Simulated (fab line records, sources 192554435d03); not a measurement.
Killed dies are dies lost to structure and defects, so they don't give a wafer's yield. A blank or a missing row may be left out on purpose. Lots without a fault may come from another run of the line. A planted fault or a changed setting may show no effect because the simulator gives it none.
Which tool did it? | flow n5_finfet | 8 lots, 23 wafers sampled, at 8 steps of a route of 1938

WHAT THE GAUGES READ, wafer by wafer
N5_BEOL_M0_SAQP_INSPECT_16: inspects for defects (brightfield). Usual: raw_defect_count 511, standard deviation 130.
lot  | measured     | on                | raw_defect_count | flag
L456 | day 5 12:55  | defect_inspect-02 | 775 472 490      |
L457 | day 5 18:55  | defect_inspect-01 | 663 767 471      |
L461 | day 6 15:15  | defect_inspect-02 | 570 463 526      |
L467 | day 8 04:38  | defect_inspect-02 | 2017 721 528     | OFF
L473 | day 9 18:13  | defect_inspect-02 | 489 472 330      |
L475 | day 10 08:06 | defect_inspect-02 | 413 564          |
L478 | day 11 06:03 | defect_inspect-02 | 1177 679 632     |
L479 | day 11 10:19 | defect_inspect-02 | 309 400 462      |

N5_BEOL_M0_SAQP_INSPECT_42: inspects for defects (brightfield). Usual: raw_defect_count 276, standard deviation 74.
lot  | measured     | on                | raw_defect_count | flag
L456 | day 5 18:25  | defect_inspect-02 | 580 316 349      |
L457 | day 5 23:00  | defect_inspect-02 | 403 257 298      |
L461 | day 6 19:40  | defect_inspect-01 | 229 300 265      |
L467 | day 8 08:24  | defect_inspect-02 | 1675 394 213     | OFF
L473 | day 9 22:12  | defect_inspect-02 | 339 278 292      |
L475 | day 10 12:34 | defect_inspect-02 | 325 360          |
L478 | day 11 10:25 | defect_inspect-02 | 314 244 229      |
L479 | day 11 15:47 | defect_inspect-02 | 172 275 149      |

N5_BEOL_M0_CUTY_INSPECT_59: inspects for defects (macro). Usual: raw_defect_count 1.9, standard deviation 1.3.
lot  | measured     | on                | raw_defect_count | flag
L456 | day 5 19:56  | defect_inspect-01 | 2 2 1            |
L457 | day 6 00:43  | defect_inspect-01 | 0 2 0            |
L461 | day 6 21:13  | defect_inspect-02 | 3 2 3            |
L467 | day 8 09:58  | defect_inspect-02 | >300 0 2         |
L473 | day 9 23:44  | defect_inspect-02 | 1 2 4            |
L475 | day 10 13:58 | defect_inspect-02 | 2 2              |
L478 | day 11 11:55 | defect_inspect-02 | 2 3 2            |
L479 | day 11 17:11 | defect_inspect-01 | 1 1 2            |

N5_BEOL_M4_RC_MEAS_101. Usual: DIBL_N 36.5 mV/V, standard deviation 2.1; DIBL_P 36.6 mV/V, standard deviation 2.6; IOFF_N 0.17 nA/um, standard deviation 0.044; IOFF_P 0.21 nA/um, standard deviation 0.048; ION_N 674 uA/um, standard deviation 17; ION_P 462 uA/um, standard deviation 9.5; SS_N 71.6 mV/dec, standard deviation 0.77; SS_P 73.5 mV/dec, standard deviation 0.72; VT_N 250 mV, standard deviation 4.2; VT_P -250 mV, standard deviation 3.9.
lot  | measured     | on        | DIBL_N (mV/V)  | DIBL_P (mV/V)  | IOFF_N (nA/um) | IOFF_P (nA/um) | ION_N (uA/um) | ION_P (uA/um) | SS_N (mV/dec)  | SS_P (mV/dec)  | VT_N (mV)   | VT_P (mV)      | flag
L456 | day 9 02:22  | prober-02 | 36.8 34.5 35.9 | 36.2 33.7 34.8 | 0.19 0.15 0.18 | 0.25 0.22 0.22 | 686 673 683   | 468 466 469   | 71.4 71.3 71.5 | 74.0 73.4 73.4 | 246 252 245 | -245 -247 -249 |
L457 | day 10 01:57 | prober-02 | 33.3 38.8 31.5 | 32.4 39.3 30.2 | 0.09 0.19 0.08 | 0.16 0.26 0.13 | 644 676 636   | 452 469 452   | 70.7 71.5 70.1 | 71.9 74.8 72.3 | 259 250 262 | -254 -247 -256 |
L461 | day 10 20:36 | prober-02 | 34.7 36.8 32.4 | 35.1 38.1 33.0 | 0.13 0.17 0.10 | 0.16 0.21 0.15 | 675 687 657   | 459 468 460   | 70.9 71.0 70.7 | 73.1 73.9 71.7 | 255 249 254 | -254 -252 -254 |
L467 | day 12 11:43 | prober-01 | 37.5 33.3 39.0 | 38.5 34.1 39.8 | 0.20 0.12 0.23 | 0.23 0.17 0.25 | 679 659 682   | 457 454 466   | 71.9 70.4 72.8 | 74.0 72.7 74.5 | 246 252 246 | -251 -254 -247 |
L473 | day 13 11:56 | prober-01 | 37.2 33.4 35.6 | 36.8 33.5 34.8 | 0.19 0.13 0.16 | 0.27 0.20 0.23 | 692 670 662   | 484 467 469   | 72.1 70.7 71.8 | 74.2 73.6 73.9 | 245 251 249 | -244 -249 -244 |
L475 | day 14 05:31 | prober-01 | 36.3 35.6      | 36.1 35.6      | 0.14 0.12      | 0.17 0.15      | 664 648       | 456 443       | 72.5 71.6      | 73.6 73.0      | 254 254     | -256 -259      |
L478 | day 15 03:29 | prober-02 | 34.4 36.6 37.4 | 33.6 36.6 37.9 | 0.13 0.17 0.18 | 0.17 0.22 0.24 | 667 691 679   | 457 472 468   | 70.5 71.7 71.6 | 72.3 73.8 73.5 | 250 249 250 | -251 -248 -246 |
L479 | day 15 13:25 | prober-01 | 34.9 37.3 35.3 | 36.2 38.6 35.4 | 0.12 0.16 0.13 | 0.17 0.21 0.16 | 664 671 666   | 459 469 453   | 71.3 71.8 71.5 | 73.3 74.0 72.8 | 257 252 255 | -256 -251 -258 |

WHICH TOOL RAN EACH LOT (tool, then ch and the chambers of the sampled wafers, then the start)
lot  | N5_BEOL_M0_SAQP_PECVD_97       | N5_BEOL_M0_SAQP_PECVD_04       | N5_BEOL_M0_SAQP_HM_DEP_111      | N5_BEOL_M0_SAQP_HM_OPEN_112
L456 | pecvd-01 ch 0,1,2, day 5 12:22 | pecvd-01 ch 0,1,2, day 5 12:24 | pecvd-04 ch 0,1, day 5 12:33    | rie_diel-06 ch 1,2,3, day 5 13:09
L457 | pecvd-04 ch 0,2, day 5 18:22   | pecvd-04 ch 0,2, day 5 18:25   | pecvd-02 ch 0,1,2, day 5 18:32  | rie_diel-02 ch 1,2, day 5 19:16
L461 | pecvd-01 ch 0,1,2, day 6 14:43 | pecvd-01 ch 0,1,2, day 6 14:44 | pecvd-04 ch 0,1, day 6 14:53    | rie_diel-03 ch 1,2,3, day 6 15:36
L467 | pecvd-01 ch 0,1,2, day 8 03:58 | pecvd-01 ch 0,1,2, day 8 04:01 | pecvd-01 ch 0,1,2, day 8 04:08  | rie_diel-03 ch 0,1,2, day 8 04:52
L473 | pecvd-02 ch 0,1, day 9 17:29   | pecvd-02 ch 0,1, day 9 17:32   | pecvd-04 ch 0,2, day 9 17:43    | rie_diel-03 ch 0,1,2, day 9 18:26
L475 | pecvd-04 ch 2, day 10 07:24    | pecvd-04 ch 2, day 10 07:26    | pecvd-02 ch 0,1, day 10 07:36   | rie_diel-02 ch 2,3, day 10 08:20
L478 | pecvd-01 ch 0,2, day 11 05:23  | pecvd-01 ch 0,2, day 11 05:25  | pecvd-04 ch 0,1,2, day 11 05:33 | rie_diel-06 ch 0,1,3, day 11 06:23
L479 | pecvd-01 ch 0,1, day 11 09:46  | pecvd-01 ch 0,1, day 11 09:49  | pecvd-01 ch 0,1,2, day 11 09:56 | rie_diel-02 ch 1,2,3, day 11 10:32
- N5_BEOL_M0_SAQP_PECVD_97: deposits SiNx from SiH4/NH3/N2, target thk 23 nm, time 19.9 s.
- N5_BEOL_M0_SAQP_PECVD_04: deposits a-Si from SiH4/He, target thk 60 nm, time 60.2 s.
- N5_BEOL_M0_SAQP_HM_DEP_111: deposits SiO2 from SiH4/N2O, target thk 12 nm, time 7.2 s.
- N5_BEOL_M0_SAQP_HM_OPEN_112: chemistry CHF3/O2, target SiO2, stops on a-Si, target depth 12 nm, time 13.5 s.

WHAT THE TOOLS THEMSELVES READ (means of the sampled wafers that have a number; where no wafer has one, the mark that the record gives instead)
N5_BEOL_M0_SAQP_PECVD_97. Usual: chamber_pressure_Torr 1.500 Torr, standard deviation 0.0035; heater_power_w 579 W, standard deviation 79; showerhead_plenum_p_Torr 5.15 Torr, standard deviation 0.076; throttle_valve_pct 41 %, standard deviation 3.2.
lot  | tool     | chamber_pressure_Torr (Torr) | heater_power_w (W) | showerhead_plenum_p_Torr (Torr) | throttle_valve_pct (%) | flag
L456 | pecvd-01 | 1.501                        | 531                | 5.14                            | 40                     |
L457 | pecvd-04 | 1.503                        | 589                | 5.10                            | 39                     |
L461 | pecvd-01 | 1.502                        | 517                | 5.14                            | 40                     |
L467 | pecvd-01 | 1.500                        | 534                | 5.13                            | 40                     |
L473 | pecvd-02 | 1.499                        | 640                | 5.17                            | 41                     |
L475 | pecvd-04 | 1.498                        | 547                | 5.00                            | 39                     |
L478 | pecvd-01 | 1.500                        | 545                | 5.12                            | 41                     |
L479 | pecvd-01 | 1.500                        | 528                | 5.12                            | 41                     |

N5_BEOL_M0_SAQP_PECVD_04. Usual: chamber_pressure_Torr 3.000 Torr, standard deviation 0.007; heater_power_w 649 W, standard deviation 84; showerhead_plenum_p_Torr 5.68 Torr, standard deviation 0.056; throttle_valve_pct 18.7 %, standard deviation 1.5.
lot  | tool     | chamber_pressure_Torr (Torr) | heater_power_w (W) | showerhead_plenum_p_Torr (Torr) | throttle_valve_pct (%) | flag
L456 | pecvd-01 | 3.000                        | 574                | 5.65                            | 18.2                   |
L457 | pecvd-04 | 3.006                        | 673                | 5.63                            | 17.9                   |
L461 | pecvd-01 | 2.997                        | 614                | 5.66                            | 18.3                   |
L467 | pecvd-01 | 3.000                        | 561                | 5.65                            | 18.3                   |
L473 | pecvd-02 | 2.998                        | 752                | 5.70                            | 18.8                   |
L475 | pecvd-04 | 3.002                        | 665                | 5.57                            | 17.6                   |
L478 | pecvd-01 | 3.005                        | 642                | 5.65                            | 18.6                   |
L479 | pecvd-01 | 2.997                        | 573                | 5.65                            | 18.9                   |

N5_BEOL_M0_SAQP_HM_DEP_111. Usual: chamber_pressure_Torr 0.7498 Torr, standard deviation 0.0016; heater_power_w 823 W, standard deviation 110; showerhead_plenum_p_Torr 8.19 Torr, standard deviation 0.14.
lot  | tool     | chamber_pressure_Torr (Torr) | heater_power_w (W) | showerhead_plenum_p_Torr (Torr) | flag
L456 | pecvd-04 | 0.7500                       | 807                | 8.27                            |
L457 | pecvd-02 | 0.7491                       | 875                | 8.29                            |
L461 | pecvd-04 | 0.7467                       | 798                | 8.26                            |
L467 | pecvd-01 | 0.7499                       | 694                | 8.12                            |
L473 | pecvd-04 | 0.7507                       | 818                | 8.06                            |
L475 | pecvd-02 | 0.7483                       | 964                | 8.24                            |
L478 | pecvd-04 | 0.7495                       | 824                | 8.16                            |
L479 | pecvd-01 | 0.7511                       | 752                | 8.13                            |

N5_BEOL_M0_SAQP_HM_OPEN_112. Usual: drypump_motor_current_A 5.6 A, standard deviation 0.34; oes_product_au 0.52 a.u., standard deviation 0.042; rf_vpp_V 522 V, standard deviation 14; showerhead_plenum_p_Torr 2.41 Torr, standard deviation 0.093; throttle_valve_pct 18.81 %, standard deviation 0.18.
lot  | tool        | drypump_motor_current_A (A) | oes_product_au (a.u.) | rf_vpp_V (V) | showerhead_plenum_p_Torr (Torr) | throttle_valve_pct (%) | flag
L456 | rie_diel-06 | 5.7                         | 0.53                  | 525          | 2.37                            | 18.90                  |
L457 | rie_diel-02 | 5.5                         | 0.55                  | 524          | 2.50                            | 18.65                  |
L461 | rie_diel-03 | 5.6                         | 0.49                  | 528          | 2.47                            | 18.97                  |
L467 | rie_diel-03 | 5.9                         | 0.51                  | 532          | 2.45                            | 18.83                  |
L473 | rie_diel-03 | 6.0                         | 0.50                  | 531          | 2.45                            | 18.86                  |
L475 | rie_diel-02 | 5.6                         | 0.48                  | 510          | 2.33                            | 18.91                  |
L478 | rie_diel-06 | 5.6                         | 0.52                  | 526          | 2.40                            | 18.83                  |
L479 | rie_diel-02 | 5.6                         | 0.50                  | 518          | 2.40                            | 18.82                  |

THE ANSWER, worked out from the rows above alone
Rule: a lot is off if the mean of its wafers that have a number lies more than 3 standard deviations from the usual mean. A lot without any number at a reading at which 4 lots or more have one is off too. The other lots that the step has rows for count as sound. The gauges are gone through in route order, then the tools' own readings, and for those a lot's mean is taken as printed above. The first step at which some lot is off is used, and at that step the reading that is off furthest; a lot without a number counts as furthest.
Off: L467, at N5_BEOL_M0_SAQP_INSPECT_16 (raw_defect_count).
A tool fits if, at a process step before that reading, it ran every lot that is off, and no sound lot after the first of them. The gauges at N5_BEOL_M0_SAQP_INSPECT_16 are tried like those tools. None of those tried fits.

WHAT THE SIMULATOR HAD PUT IN
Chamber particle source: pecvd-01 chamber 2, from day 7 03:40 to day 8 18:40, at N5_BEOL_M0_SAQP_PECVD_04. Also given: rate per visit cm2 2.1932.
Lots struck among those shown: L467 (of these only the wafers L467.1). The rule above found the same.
